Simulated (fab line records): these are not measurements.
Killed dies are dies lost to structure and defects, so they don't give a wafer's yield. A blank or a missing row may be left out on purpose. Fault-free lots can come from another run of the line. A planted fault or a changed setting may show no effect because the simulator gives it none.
The tool behind it: which one?	flow nand-harc	at 1 step of a route of 1159, 14 lots with 42 wafers sampled

WHAT EACH GAUGE READ, for each wafer
NHARC_A_M1_THK_MEAS_24: measures by xrf. Usual: thk-nm 154.3 nm, standard deviation 1.5.
lot	measured	on	thk-nm (nm)	flag
L808	day 18 03:50	film-metro-01	154.6 154.8 151.3	
L809	day 18 15:36	film-metro-02	157.4 151.9 155.3	
L812	day 18 18:53	film-metro-01	152.9 152.5 156.2	
L810	day 18 19:49	film-metro-02	155.1 153.4 156.8	
L813	day 19 16:22	film-metro-02	155.0 156.2 152.3	
L815	day 19 20:51	film-metro-01	153.5 153.2 154.0	
L816	day 19 23:00	film-metro-01	153.8 151.4 154.2	
L817	day 19 23:20	film-metro-02	154.8 152.5 151.7	
L819	day 20 16:18	film-metro-01	154.6 152.3 154.5	
L821	day 20 17:31	film-metro-02	153.2 153.8 151.4	
L822	day 21 23:41	film-metro-01	154.3 153.5 153.7	
L823	day 22 06:37	film-metro-01	156.7 157.7 157.0	
L826	day 22 12:33	film-metro-02	154.8 156.7 156.0	
L830	day 22 21:38	film-metro-02	155.8 154.4 158.5	

WHAT TOOL EACH LOT RAN ON (gives the tool, then ch and the chambers of the sampled wafers, and finally the start)
No process step before these readings appears in the record.

AS READ BY THE TOOLS THEMSELVES (means over the sampled wafers that have a number; for cases with no such wafer, the mark the record gives instead)
The record holds no such reading with a usual standard deviation.

THE ANSWER, worked out from the rows above alone
Rule: take the mean of a lot's wafers that have a number; if it is more than 3 standard deviations from the usual mean, the lot is off. Also off: a lot with no number at a reading for which 4 or more lots have one. Where the step has rows for the other lots, those lots are counted as sound. First the gauges in route order, then the tools' own readings, where a lot's mean is used as printed above. At the first step where some lot is off, the reading lying furthest off is the one used; lots without a number count as furthest.
No lot is off on any of the readings shown, so nothing can be concluded from this.

WHAT HAD BEEN PUT IN BY THE SIMULATOR
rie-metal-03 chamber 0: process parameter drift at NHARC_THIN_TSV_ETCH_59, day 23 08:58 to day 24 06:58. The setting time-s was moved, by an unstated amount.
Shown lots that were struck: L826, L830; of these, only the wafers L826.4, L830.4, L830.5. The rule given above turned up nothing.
